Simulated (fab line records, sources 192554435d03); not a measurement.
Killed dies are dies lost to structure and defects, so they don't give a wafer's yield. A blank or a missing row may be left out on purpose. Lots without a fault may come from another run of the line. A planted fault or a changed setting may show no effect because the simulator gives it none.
Which tool did it? | flow n5_finfet | 22 lots, 66 wafers sampled, at 6 steps of a route of 1938

WHAT THE GAUGES READ, wafer by wafer
The record holds no reading of a measuring or inspecting step that can be judged against a usual standard deviation.

WHICH TOOL RAN EACH LOT (tool, then ch and the chambers of the sampled wafers, then the start)
lot  | N5_BEOL_M5_ETCH_72                 | N5_BEOL_M5_HM_OPEN_17             | N5_BEOL_M5_ETCH_41                            | N5_BEOL_M5_STRIP_91                           | N5_BEOL_M5_SPUTTER_48        | N5_BEOL_M5_SPUTTER_83
L075 | rie_diel-04 ch 1,2, day 9 04:24    | rie_metal-01 ch 0,1, day 9 04:37  | rie_diel-02 ch 0,2,3, day 9 10:16 or earlier  | rie_diel-02 ch 0,2,3, day 9 10:16 or earlier  | pvd_sputter-02, day 9 10:16  | pvd_sputter-02, day 9 12:26
L074 | rie_diel-04 ch 2,3, day 9 05:58    | rie_metal-02 ch 0, day 9 06:11    | rie_diel-04 ch 1,3, day 9 09:48 or earlier    | rie_diel-04 ch 1,3, day 9 09:48 or earlier    | pvd_sputter-01, day 9 09:48  | pvd_sputter-01, day 9 11:58
L076 | rie_diel-01 ch 0,1,3, day 9 21:45  | rie_metal-03 ch 0,1, day 9 21:58  | rie_diel-04 ch 0,1,3, day 10 02:45 or earlier | rie_diel-04 ch 0,1,3, day 10 02:45 or earlier | pvd_sputter-01, day 10 02:45 | pvd_sputter-01, day 10 04:55
L077 | rie_diel-04 ch 1,2,3, day 9 21:56  | rie_metal-01 ch 0, day 9 22:14    | rie_diel-04 ch 0,1,3, day 10 04:29 or earlier | rie_diel-04 ch 0,1,3, day 10 04:29 or earlier | pvd_sputter-02, day 10 04:29 | pvd_sputter-02, day 10 06:40
L078 | rie_diel-02 ch 0,1, day 10 04:37   | rie_metal-02 ch 0,1, day 10 04:50 | rie_diel-04 ch 1,2, day 10 10:06 or earlier   | rie_diel-04 ch 1,2, day 10 10:06 or earlier   | pvd_sputter-03, day 10 10:06 | pvd_sputter-03, day 10 12:17
L079 | rie_diel-02 ch 1,2,3, day 10 04:50 | rie_metal-03 ch 0,1, day 10 05:05 | rie_diel-02 ch 0,1, day 10 09:28 or earlier   | rie_diel-02 ch 0,1, day 10 09:28 or earlier   | pvd_sputter-02, day 10 09:28 | pvd_sputter-02, day 10 11:38
L081 | rie_diel-01 ch 1,2,3, day 10 07:53 | rie_metal-01 ch 0,1, day 10 08:07 | rie_diel-01 ch 1,2,3, day 10 13:38 or earlier | rie_diel-01 ch 1,2,3, day 10 13:38 or earlier | pvd_sputter-01, day 10 13:38 | pvd_sputter-01, day 10 15:49
L080 | rie_diel-04 ch 1,3, day 10 09:32   | rie_metal-02 ch 0,1, day 10 09:47 | rie_diel-02 ch 1,2,3, day 10 15:08 or earlier | rie_diel-02 ch 1,2,3, day 10 15:08 or earlier | pvd_sputter-02, day 10 15:08 | pvd_sputter-02, day 10 17:19
L082 | rie_diel-01 ch 1,3, day 10 11:07   | rie_metal-02 ch 0,1, day 10 11:20 | rie_diel-04 ch 0,1,2, day 10 15:34 or earlier | rie_diel-04 ch 0,1,2, day 10 15:34 or earlier | pvd_sputter-03, day 10 15:34 | pvd_sputter-03, day 10 17:44
L083 | rie_diel-04 ch 0,2, day 11 11:53   | rie_metal-03 ch 0,1, day 11 12:05 | rie_diel-01 ch 0,3, day 11 23:10 or earlier   | rie_diel-01 ch 0,3, day 11 23:10 or earlier   | pvd_sputter-01, day 11 23:10 | pvd_sputter-01, day 12 01:20
L084 | rie_diel-04 ch 0,1,2, day 12 05:08 | rie_metal-01 ch 0,1, day 12 05:22 | rie_diel-01 ch 0,2,3, day 12 09:17 or earlier | rie_diel-01 ch 0,2,3, day 12 09:17 or earlier | pvd_sputter-01, day 12 09:17 | pvd_sputter-01, day 12 11:28
L085 | rie_diel-04 ch 1,3, day 12 21:10   | rie_metal-02 ch 0,1, day 12 21:23 | rie_diel-01 ch 1,2,3, day 13 01:29 or earlier | rie_diel-01 ch 1,2,3, day 13 01:29 or earlier | pvd_sputter-02, day 13 01:29 | pvd_sputter-02, day 13 03:40
L086 | rie_diel-02 ch 0,1,2, day 13 03:57 | rie_metal-01 ch 0,1, day 13 04:10 | rie_diel-04 ch 0,1,3, day 13 09:46 or earlier | rie_diel-04 ch 0,1,3, day 13 09:46 or earlier | pvd_sputter-03, day 13 09:46 | pvd_sputter-03, day 13 11:56
L087 | rie_diel-02 ch 1,3, day 13 07:07   | rie_metal-01 ch 0,1, day 13 07:19 | rie_diel-01 ch 0,1, day 13 10:07 or earlier   | rie_diel-01 ch 0,1, day 13 10:07 or earlier   | pvd_sputter-02, day 13 10:07 | pvd_sputter-02, day 13 12:17
L088 | rie_diel-02 ch 1,2,3, day 14 03:47 | rie_metal-03 ch 0,1, day 14 03:59 | rie_diel-04 ch 1,2,3, day 14 07:23 or earlier | rie_diel-04 ch 1,2,3, day 14 07:23 or earlier | pvd_sputter-03, day 14 07:23 | pvd_sputter-03, day 14 09:34
L090 | rie_diel-02 ch 0,2, day 14 19:45   | rie_metal-01 ch 0,1, day 14 19:58 | rie_diel-04 ch 2,3, day 14 23:59 or earlier   | rie_diel-04 ch 2,3, day 14 23:59 or earlier   | pvd_sputter-02, day 14 23:59 | pvd_sputter-02, day 15 02:10
L094 | rie_diel-01 ch 2,3, day 15 01:49   | rie_metal-02 ch 0,1, day 15 02:01 | rie_diel-04 ch 2,3, day 15 05:43 or earlier   | rie_diel-04 ch 2,3, day 15 05:43 or earlier   | pvd_sputter-01, day 15 05:43 | pvd_sputter-01, day 15 07:53
L092 | rie_diel-02 ch 0,2,3, day 15 05:06 | rie_metal-02 ch 0,1, day 15 05:20 | rie_diel-01 ch 0,1, day 15 10:15 or earlier   | rie_diel-01 ch 0,1, day 15 10:15 or earlier   | pvd_sputter-01, day 15 10:15 | pvd_sputter-01, day 15 12:26
L093 | rie_diel-04 ch 0,1,3, day 15 05:23 | rie_metal-03 ch 0,1, day 15 05:36 | rie_diel-02 ch 2,3, day 15 10:44 or earlier   | rie_diel-02 ch 2,3, day 15 10:44 or earlier   | pvd_sputter-03, day 15 10:44 | pvd_sputter-03, day 15 12:55
L091 | rie_diel-02 ch 1,3, day 15 08:14   | rie_metal-01 ch 0,1, day 15 08:26 | rie_diel-02 ch 0,1, day 15 14:08 or earlier   | rie_diel-02 ch 0,1, day 15 14:08 or earlier   | pvd_sputter-02, day 15 14:08 | pvd_sputter-02, day 15 16:19
L095 | rie_diel-04 ch 1,2,3, day 15 11:37 | rie_metal-01 ch 0,1, day 15 11:49 | rie_diel-04 ch 0,2, day 15 17:23 or earlier   | rie_diel-04 ch 0,2, day 15 17:23 or earlier   | pvd_sputter-03, day 15 17:23 | pvd_sputter-03, day 15 19:34
L096 | rie_diel-04 ch 0,1,3, day 16 06:54 | rie_metal-03 ch 0,1, day 16 07:07 | rie_diel-04 ch 0,2, day 16 10:14 or earlier   | rie_diel-04 ch 0,2, day 16 10:14 or earlier   | pvd_sputter-01, day 16 10:14 | pvd_sputter-01, day 16 12:24
- N5_BEOL_M5_ETCH_72: etches underlayer in N2/H2, target depth 6.5 nm, time 5.2 s.
- N5_BEOL_M5_HM_OPEN_17: chemistry Cl2/BCl3, target TiN, target depth 20 nm, overetch 6 nm.
- N5_BEOL_M5_ETCH_41: etches SiCN in CH3F/O2, target depth 31.5 nm, time 56.7 s.
- N5_BEOL_M5_STRIP_91: strips in N2/H2, time 10 s.
- N5_BEOL_M5_SPUTTER_48: material Cu, target thk 15 nm, time 27.62 s.
- N5_BEOL_M5_SPUTTER_83: material Cu, target thk 15 nm, time 27.62 s.

WHAT THE TOOLS THEMSELVES READ (means of the sampled wafers that have a number; where no wafer has one, the mark that the record gives instead)
N5_BEOL_M5_ETCH_72. Usual: drypump_motor_current_A 5.4 A, standard deviation 0.45; etch_rf_on_time_s 5.22 s, standard deviation 0.081; oes_product_au 0.65 a.u., standard deviation 0.073; rf_vpp_V 525.5 V, standard deviation 2.4; showerhead_plenum_p_Torr 2.60 Torr, standard deviation 0.077; throttle_valve_pct 17.90 %, standard deviation 0.24.
lot  | tool        | drypump_motor_current_A (A) | etch_rf_on_time_s (s) | oes_product_au (a.u.) | rf_vpp_V (V) | showerhead_plenum_p_Torr (Torr) | throttle_valve_pct (%) | flag
L075 | rie_diel-04 | 5.9                         | 5.28                  | 0.59                  | 521.0        | 2.44                            | 17.93                  |
L074 | rie_diel-04 | 5.6                         | 5.21                  | 0.64                  | 523.6        | 2.53                            | 17.80                  |
L076 | rie_diel-01 | 5.3                         | 5.30                  | 0.61                  | 527.2        | 2.63                            | 17.87                  |
L077 | rie_diel-04 | 5.7                         | 5.18                  | 0.60                  | 522.6        | 2.49                            | 17.88                  |
L078 | rie_diel-02 | 5.1                         | 5.26                  | 0.62                  | 526.6        | 2.64                            | 17.82                  |
L079 | rie_diel-02 | 5.2                         | 5.21                  | 0.67                  | 527.5        | 2.67                            | 17.88                  |
L081 | rie_diel-01 | 5.2                         | 5.22                  | 0.62                  | 524.3        | 2.60                            | 17.99                  |
L080 | rie_diel-04 | 6.0                         | 5.25                  | 0.60                  | 520.4        | 2.44                            | 17.86                  |
L082 | rie_diel-01 | 5.0                         | 5.26                  | 0.61                  | 525.9        | 2.63                            | 17.89                  |
L083 | rie_diel-04 | 5.7                         | 5.29                  | 0.66                  | 522.9        | 2.54                            | 17.94                  |
L084 | rie_diel-04 | 5.9                         | 5.19                  | 0.74                  | 525.9        | 2.61                            | 17.78                  |
L085 | rie_diel-04 | 6.0                         | 5.22                  | 0.75                  | 527.0        | 2.65                            | 17.62                  |
L086 | rie_diel-02 | 5.0                         | 5.19                  | 0.63                  | 528.2        | 2.64                            | 18.07                  |
L087 | rie_diel-02 | 5.4                         | 5.26                  | 0.65                  | 527.4        | 2.66                            | 17.64                  |
L088 | rie_diel-02 | 5.1                         | 5.16                  | 0.66                  | 526.7        | 2.66                            | 17.93                  |
L090 | rie_diel-02 | 4.9                         | 5.19                  | 0.64                  | 527.6        | 2.65                            | 18.31                  |
L094 | rie_diel-01 | 4.9                         | 5.18                  | 0.61                  | 524.4        | 2.55                            | 17.94                  |
L092 | rie_diel-02 | 5.1                         | 5.21                  | 0.63                  | 527.2        | 2.65                            | 18.06                  |
L093 | rie_diel-04 | 6.0                         | 5.20                  | 0.71                  | 526.3        | 2.61                            | 17.75                  |
L091 | rie_diel-02 | 5.2                         | 5.18                  | 0.63                  | 526.2        | 2.64                            | 17.72                  |
L095 | rie_diel-04 | 5.8                         | 5.16                  | 0.66                  | 526.5        | 2.58                            | 17.81                  |
L096 | rie_diel-04 | 6.0                         | 5.24                  | 0.71                  | 524.6        | 2.61                            | 17.77                  |

N5_BEOL_M5_HM_OPEN_17. Usual: drypump_motor_current_A 5.4 A, standard deviation 0.46; he_backside_leak_sccm 3.5 sccm, standard deviation 0.33; oes_product_au 0.68 a.u., standard deviation 0.084; throttle_valve_pct 22.03 %, standard deviation 0.14.
lot  | tool         | drypump_motor_current_A (A) | he_backside_leak_sccm (sccm) | oes_product_au (a.u.) | throttle_valve_pct (%) | flag
L075 | rie_metal-01 | 5.0                         | 3.5                          | 0.64                  | 22.08                  |
L074 | rie_metal-02 | 6.1                         | 3.3                          | 0.72                  | 22.09                  |
L076 | rie_metal-03 | 5.8                         | 3.2                          | 0.58                  | 22.15                  |
L077 | rie_metal-01 | 5.0                         | 4.2                          | 0.70                  | 21.99                  |
L078 | rie_metal-02 | 5.3                         | 3.3                          | 0.61                  | 21.96                  |
L079 | rie_metal-03 | 5.8                         | 3.4                          | 0.58                  | 22.16                  |
L081 | rie_metal-01 | 5.0                         | 3.5                          | 0.77                  | 21.97                  |
L080 | rie_metal-02 | 5.4                         | 3.4                          | 0.61                  | 21.96                  |
L082 | rie_metal-02 | 5.4                         | 3.4                          | 0.60                  | 21.98                  |
L083 | rie_metal-03 | 5.7                         | 3.5                          | 0.58                  | 22.15                  |
L084 | rie_metal-01 | 5.0                         | 3.5                          | 0.75                  | 21.96                  |
L085 | rie_metal-02 | 5.7                         | 3.5                          | 0.65                  | 22.04                  |
L086 | rie_metal-01 | 5.0                         | 4.4                          | 0.71                  | 21.98                  |
L087 | rie_metal-01 | 5.0                         | 3.5                          | 0.71                  | 22.00                  |
L088 | rie_metal-03 | 5.8                         | 3.2                          | 0.75                  | 21.92                  |
L090 | rie_metal-01 | 5.0                         | 3.5                          | 0.72                  | 21.98                  |
L094 | rie_metal-02 | 5.7                         | 3.3                          | 0.75                  | 22.01                  |
L092 | rie_metal-02 | 5.4                         | 3.3                          | 0.79                  | 21.93                  |
L093 | rie_metal-03 | 5.6                         | 3.3                          | 0.69                  | 22.11                  |
L091 | rie_metal-01 | 5.0                         | 3.6                          | 0.71                  | 21.98                  |
L095 | rie_metal-01 | 5.0                         | 3.6                          | 0.72                  | 21.99                  |
L096 | rie_metal-03 | 5.8                         | 3.3                          | 0.73                  | 21.94                  |

N5_BEOL_M5_ETCH_41. Usual: drypump_motor_current_A 5.5 A, standard deviation 0.46; oes_product_au 0.78 a.u., standard deviation 0.096; rf_vpp_V 298.0 V, standard deviation 1.3; showerhead_plenum_p_Torr 2.03 Torr, standard deviation 0.058; throttle_valve_pct 16.33 %, standard deviation 0.18.
lot  | tool        | drypump_motor_current_A (A) | oes_product_au (a.u.) | rf_vpp_V (V) | showerhead_plenum_p_Torr (Torr) | throttle_valve_pct (%) | flag
L075 | rie_diel-02 | 5.1                         | 0.77                  | 299.2        | 2.09                            | 16.42                  |
L074 | rie_diel-04 | 5.9                         | 0.71                  | 296.3        | 1.93                            | 16.38                  |
L076 | rie_diel-04 | 5.9                         | 0.82                  | 296.3        | 1.98                            | 16.28                  |
L077 | rie_diel-04 | 5.9                         | 0.81                  | 296.6        | 1.98                            | 16.29                  |
L078 | rie_diel-04 | 5.9                         | 0.69                  | 294.9        | 1.92                            | 16.46                  |
L079 | rie_diel-02 | 5.1                         | 0.72                  | 299.4        | 2.08                            | 16.27                  |
L081 | rie_diel-01 | 5.1                         | 0.73                  | 298.9        | 2.04                            | 16.44                  |
L080 | rie_diel-02 | 5.1                         | 0.79                  | 299.2        | 2.10                            | 16.32                  |
L082 | rie_diel-04 | 5.9                         | 0.78                  | 296.9        | 1.97                            | 16.39                  |
L083 | rie_diel-01 | 4.9                         | 0.72                  | 298.1        | 2.07                            | 16.21                  |
L084 | rie_diel-01 | 5.0                         | 0.73                  | 298.1        | 2.04                            | 16.28                  |
L085 | rie_diel-01 | 5.2                         | 0.80                  | 298.3        | 2.04                            | 16.31                  |
L086 | rie_diel-04 | 6.0                         | 0.86                  | 298.0        | 2.05                            | 16.18                  |
L087 | rie_diel-01 | 5.7                         | 0.88                  | 298.2        | 2.06                            | 16.21                  |
L088 | rie_diel-04 | 5.8                         | 0.78                  | 297.8        | 2.03                            | 16.28                  |
L090 | rie_diel-04 | 5.6                         | 0.70                  | 297.2        | 1.98                            | 16.44                  |
L094 | rie_diel-04 | 5.6                         | 0.71                  | 297.7        | 1.98                            | 16.37                  |
L092 | rie_diel-01 | 5.7                         | 0.84                  | 297.9        | 2.06                            | 16.23                  |
L093 | rie_diel-02 | 5.0                         | 0.78                  | 298.8        | 2.10                            | 16.56                  |
L091 | rie_diel-02 | 5.0                         | 0.69                  | 298.6        | 2.07                            | 16.33                  |
L095 | rie_diel-04 | 5.9                         | 0.81                  | 297.4        | 2.01                            | 16.35                  |
L096 | rie_diel-04 | 5.9                         | 0.81                  | 297.0        | 2.01                            | 16.36                  |

N5_BEOL_M5_STRIP_91. Usual: drypump_motor_current_A 5.5 A, standard deviation 0.46; oes_product_au 0.77 a.u., standard deviation 0.096; rf_vpp_V 59.3 V, standard deviation 0.99; showerhead_plenum_p_Torr 2.58 Torr, standard deviation 0.076; throttle_valve_pct 23.66 %, standard deviation 0.25.
lot  | tool        | drypump_motor_current_A (A) | oes_product_au (a.u.) | rf_vpp_V (V) | showerhead_plenum_p_Torr (Torr) | throttle_valve_pct (%) | flag
L075 | rie_diel-02 | 5.1                         | 0.78                  | 59.6         | 2.66                            | 23.80                  |
L074 | rie_diel-04 | 6.0                         | 0.70                  | 59.5         | 2.44                            | 23.52                  |
L076 | rie_diel-04 | 5.9                         | 0.81                  | 58.7         | 2.51                            | 23.58                  |
L077 | rie_diel-04 | 5.9                         | 0.81                  | 58.3         | 2.51                            | 23.59                  |
L078 | rie_diel-04 | 5.9                         | 0.68                  | 58.5         | 2.44                            | 23.60                  |
L079 | rie_diel-02 | 5.0                         | 0.73                  | 59.3         | 2.64                            | 23.57                  |
L081 | rie_diel-01 | 5.2                         | 0.72                  | 59.8         | 2.59                            | 23.74                  |
L080 | rie_diel-02 | 5.1                         | 0.79                  | 59.3         | 2.67                            | 23.71                  |
L082 | rie_diel-04 | 5.9                         | 0.79                  | 58.7         | 2.50                            | 23.66                  |
L083 | rie_diel-01 | 4.9                         | 0.73                  | 60.1         | 2.63                            | 23.44                  |
L084 | rie_diel-01 | 5.1                         | 0.72                  | 59.6         | 2.60                            | 23.55                  |
L085 | rie_diel-01 | 5.1                         | 0.80                  | 59.1         | 2.58                            | 23.67                  |
L086 | rie_diel-04 | 6.0                         | 0.85                  | 59.6         | 2.61                            | 23.53                  |
L087 | rie_diel-01 | 5.7                         | 0.87                  | 59.9         | 2.61                            | 23.75                  |
L088 | rie_diel-04 | 5.7                         | 0.78                  | 60.0         | 2.58                            | 23.56                  |
L090 | rie_diel-04 | 5.5                         | 0.70                  | 60.3         | 2.51                            | 23.71                  |
L094 | rie_diel-04 | 5.6                         | 0.70                  | 59.3         | 2.51                            | 23.63                  |
L092 | rie_diel-01 | 5.7                         | 0.85                  | 59.3         | 2.61                            | 23.78                  |
L093 | rie_diel-02 | 5.0                         | 0.78                  | 59.5         | 2.66                            | 24.07                  |
L091 | rie_diel-02 | 5.0                         | 0.69                  | 59.6         | 2.62                            | 23.61                  |
L095 | rie_diel-04 | 5.9                         | 0.82                  | 59.1         | 2.56                            | 23.78                  |
L096 | rie_diel-04 | 5.9                         | 0.82                  | 59.1         | 2.55                            | 23.77                  |

N5_BEOL_M5_SPUTTER_48. Usual: chuck_gas_flow_sccm 1.27 sccm, standard deviation 0.052; throttle_valve_pct 30.2 %, standard deviation 1.4.
lot  | tool           | chuck_gas_flow_sccm (sccm) | throttle_valve_pct (%) | flag
L075 | pvd_sputter-02 | 1.27                       | 30.3                   |
L074 | pvd_sputter-01 | 1.30                       | 31.6                   |
L076 | pvd_sputter-01 | 1.27                       | 29.3                   |
L077 | pvd_sputter-02 | 1.32                       | 30.4                   |
L078 | pvd_sputter-03 | 1.29                       | 30.4                   |
L079 | pvd_sputter-02 | 1.29                       | 29.3                   |
L081 | pvd_sputter-01 | 1.23                       | 28.8                   |
L080 | pvd_sputter-02 | 1.29                       | 29.4                   |
L082 | pvd_sputter-03 | 1.30                       | 30.6                   |
L083 | pvd_sputter-01 | 1.26                       | 30.1                   |
L084 | pvd_sputter-01 | 1.32                       | 29.0                   |
L085 | pvd_sputter-02 | 1.32                       | 29.2                   |
L086 | pvd_sputter-03 | 1.25                       | 31.0                   |
L087 | pvd_sputter-02 | 1.22                       | 30.4                   |
L088 | pvd_sputter-03 | 1.27                       | 31.2                   |
L090 | pvd_sputter-02 | 1.26                       | 30.3                   |
L094 | pvd_sputter-01 | 1.27                       | 30.8                   |
L092 | pvd_sputter-01 | 1.27                       | 29.3                   |
L093 | pvd_sputter-03 | 1.27                       | 31.0                   |
L091 | pvd_sputter-02 | 1.33                       | 29.1                   |
L095 | pvd_sputter-03 | 1.24                       | 30.3                   |
L096 | pvd_sputter-01 | 1.26                       | 29.4                   |

N5_BEOL_M5_SPUTTER_83. Usual: chuck_gas_flow_sccm 1.27 sccm, standard deviation 0.05; throttle_valve_pct 30.2 %, standard deviation 1.4.
lot  | tool           | chuck_gas_flow_sccm (sccm) | throttle_valve_pct (%) | flag
L075 | pvd_sputter-02 | 1.29                       | 30.4                   |
L074 | pvd_sputter-01 | 1.27                       | 31.7                   |
L076 | pvd_sputter-01 | 1.23                       | 29.2                   |
L077 | pvd_sputter-02 | 1.28                       | 30.4                   |
L078 | pvd_sputter-03 | 1.27                       | 30.4                   |
L079 | pvd_sputter-02 | 1.24                       | 29.3                   |
L081 | pvd_sputter-01 | 1.28                       | 28.9                   |
L080 | pvd_sputter-02 | 1.29                       | 29.3                   |
L082 | pvd_sputter-03 | 1.30                       | 30.5                   |
L083 | pvd_sputter-01 | 1.30                       | 30.3                   |
L084 | pvd_sputter-01 | 1.24                       | 29.2                   |
L085 | pvd_sputter-02 | 1.28                       | 29.1                   |
L086 | pvd_sputter-03 | 1.27                       | 31.0                   |
L087 | pvd_sputter-02 | 1.27                       | 30.3                   |
L088 | pvd_sputter-03 | 1.25                       | 31.1                   |
L090 | pvd_sputter-02 | 1.28                       | 30.3                   |
L094 | pvd_sputter-01 | 1.25                       | 30.6                   |
L092 | pvd_sputter-01 | 1.25                       | 29.3                   |
L093 | pvd_sputter-03 | 1.31                       | 30.9                   |
L091 | pvd_sputter-02 | 1.27                       | 29.3                   |
L095 | pvd_sputter-03 | 1.27                       | 30.1                   |
L096 | pvd_sputter-01 | 1.26                       | 29.2                   |

THE ANSWER, worked out from the rows above alone
Rule: a lot is off if the mean of its wafers that have a number lies more than 3 standard deviations from the usual mean. A lot without any number at a reading at which 4 lots or more have one is off too. The other lots that the step has rows for count as sound. The gauges are gone through in route order, then the tools' own readings, and for those a lot's mean is taken as printed above. The first step at which some lot is off is used, and at that step the reading that is off furthest; a lot without a number counts as furthest.
No lot is off at any reading shown: from this, nothing can be told.

WHAT THE SIMULATOR HAD PUT IN
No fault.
